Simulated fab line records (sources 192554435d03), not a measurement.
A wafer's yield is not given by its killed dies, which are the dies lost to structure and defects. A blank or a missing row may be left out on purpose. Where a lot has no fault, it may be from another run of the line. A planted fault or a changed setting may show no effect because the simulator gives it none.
Matching of chambers | flow n5Finfet | N5_BEOL_M11_CURE_72 on uvCure-01: 3 sister chambers
The step cures SiCOH lowk, time 120 s. 3 wafers are shown with their chamber, then 7 later ones without.

== WAFERS WITH THEIR CHAMBER ==
wafer  | chamber | wafer_temp_C_max
L082.6 | 2       | 371.0
L089.6 | 0       | 372.6
L090.3 | 1       | 371.0

== WAFERS MISSING THEIR CHAMBER ==
wafer  | wafer_temp_C_max
L090.4 | 370.9
L093.1 | 371.5
L093.3 | 371.5
L093.4 | 371.8
L096.1 | 372.2
L096.4 | 372.5
L096.6 | 372.6

== CHAMBER TAKEN BY EACH ==
wafer  | from the rows above          | in truth
L090.4 | can't be placed: 1 or 2      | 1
L093.1 | can't be placed: 1 or 2 or 0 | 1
L093.3 | can't be placed: 1 or 2 or 0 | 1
L093.4 | can't be placed: 0 or 1 or 2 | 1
L096.1 | can't be placed: 0 or 1 or 2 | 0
L096.4 | 0                            | 0
L096.6 | 0                            | 0
Correctly placed: 2 of 7. Can't be placed from these rows: 5 (the true chamber is among the candidates in 5). Wrongly placed: 0.
How it was worked out, from the rows above alone: a wafer's distance from a chamber is the root of the sum, over the readings, of the square of ((its reading less the chamber's mean) divided by the reading's scatter). If the next closest chamber is less than 2 further off than the closest, the wafer can't be placed; otherwise it belongs to the closest. Each chamber's mean is taken over the wafers shown for it. The scatter: with one shown wafer a chamber, the root of the mean of the squares of how far each hidden wafer lies from its nearest shown one.
